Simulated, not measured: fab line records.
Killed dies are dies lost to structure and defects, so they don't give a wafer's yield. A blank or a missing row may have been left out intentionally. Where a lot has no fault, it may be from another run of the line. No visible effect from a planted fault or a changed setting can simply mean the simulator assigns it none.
Which tool is to blame? | flow n5 finfet | 28 wafers sampled from 10 lots at 1 step of a route of 1938

## WHAT EACH GAUGE READ, for each wafer
N5_BEOL_M4_RC_MEAS_101.
lot  | measured     | on        | DIBL_N (mV/V)
L633 | day 8 10:38  | prober-01 | 34.2 35.1 32.4
L635 | day 9 11:28  | prober-01 | 34.2 37.0 35.7
L637 | day 9 17:33  | prober-02 | 35.4 36.6 31.5
L639 | day 9 21:05  | prober-01 | 37.5 34.3 36.0
L649 | day 12 22:58 | prober-02 | 38.1 38.3 37.2
L650 | day 13 02:46 | prober-02 | 34.6 38.4 37.3
L648 | day 13 03:20 | prober-01 | 38.2 38.2 37.2
L651 | day 13 09:13 | prober-01 | 32.5 40.5 35.3
L652 | day 13 09:28 | prober-02 | 34.6 36.5
L653 | day 14 03:44 | prober-02 | 35.1 40.6

## EACH LOT AND THE TOOL THAT RAN IT (in order: tool; ch and the chambers of the sampled wafers; start)
The record holds no process step before these readings.

## THE ANSWER, worked out from the rows above alone
Rule: usual is defined by the lots themselves. The widest of any qualifying gaps counts: lots, ordered by their means at a reading, are off when they make up no more than a third of the lots, leave a main group of 4 or more, and stand apart from it by 3 or more times the standard deviation of that group's means. Not used: any main group whose means are identical at the precision the tables above print for the reading. Also off: a lot with no number at a reading for which 4 or more lots have one. Where the step has rows for the other lots, those lots are counted as sound.
Nothing can be told from this: no lot is off at any reading shown.

## WHAT THE SIMULATOR PUT IN
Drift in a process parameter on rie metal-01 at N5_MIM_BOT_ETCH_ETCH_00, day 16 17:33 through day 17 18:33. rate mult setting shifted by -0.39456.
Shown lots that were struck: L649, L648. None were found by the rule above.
